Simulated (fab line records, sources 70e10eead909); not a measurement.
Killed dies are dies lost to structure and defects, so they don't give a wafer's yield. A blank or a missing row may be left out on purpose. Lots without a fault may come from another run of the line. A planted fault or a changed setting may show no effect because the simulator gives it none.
Which tool did it? | flow nand_harc | 12 lots, 36 wafers sampled, at 2 steps of a route of 1159

WHAT THE GAUGES READ, wafer by wafer
NHARC_P_CONTACT_OVL_MEAS_13.
lot  | measured     | on         | overlay_x_nm (nm)
L075 | day 5 14:11  | overlay-01 | 1.2 0.4 0.7
L076 | day 6 04:22  | overlay-01 | 0.4 0.4 0.5
L079 | day 6 23:35  | overlay-01 | 0.5 -0.3 -0.1
L083 | day 7 10:11  | overlay-01 | 1.2 0.5 0.6
L081 | day 7 11:28  | overlay-02 | 0.2 0.4 0.2
L084 | day 8 06:05  | overlay-01 | -0.2 -0.2 -0.7
L088 | day 8 21:54  | overlay-02 | 0.1 -0.4 -0.9
L089 | day 9 12:19  | overlay-01 | -0.9 -0.7 -0.9
L091 | day 9 22:10  | overlay-01 | -0.8 -0.6 -0.7
L093 | day 10 03:47 | overlay-01 | 1.2 1.0 0.9
L095 | day 10 21:30 | overlay-01 | 0.6 0.9 0.6
L097 | day 11 18:31 | overlay-02 | -0.6 -1.0 -1.1

WHICH TOOL RAN EACH LOT (tool, then ch and the chambers of the sampled wafers, then the start)
lot  | NHARC_P_GATE_STRIP_95
L075 | plasma_asher-02 ch 1, day 5 10:34
L076 | plasma_asher-01 ch 0,1, day 5 23:46
L079 | plasma_asher-02 ch 0,1, day 6 19:59
L083 | plasma_asher-01 ch 0,1, day 7 06:32
L081 | plasma_asher-02 ch 0,1, day 7 07:54
L084 | plasma_asher-01 ch 0,1, day 8 02:22
L088 | plasma_asher-01 ch 0,1, day 8 18:07
L089 | plasma_asher-02 ch 0,1, day 9 08:31
L091 | plasma_asher-02 ch 0,1, day 9 18:20
L093 | plasma_asher-02 ch 0,1, day 10 00:13
L095 | plasma_asher-02 ch 0,1, day 10 17:49
L097 | plasma_asher-02 ch 0,1, day 11 14:58
- NHARC_P_GATE_STRIP_95: strips in O2.

THE ANSWER, worked out from the rows above alone
Rule: what is usual is taken from the lots themselves. Put in order of their means at a reading, lots are off if they are a third of the lots or fewer, leave a main group of 4 or more, and stand apart from it by a gap of 3 or more times the standard deviation of the main group's means; of several such gaps the widest counts. A main group whose means are all the same, to the digits that the tables above print for the reading, isn't used. A lot without any number at a reading at which 4 lots or more have one is off too. The other lots that the step has rows for count as sound.
No lot is off at any reading shown: from this, nothing can be told.

WHAT THE SIMULATOR HAD PUT IN
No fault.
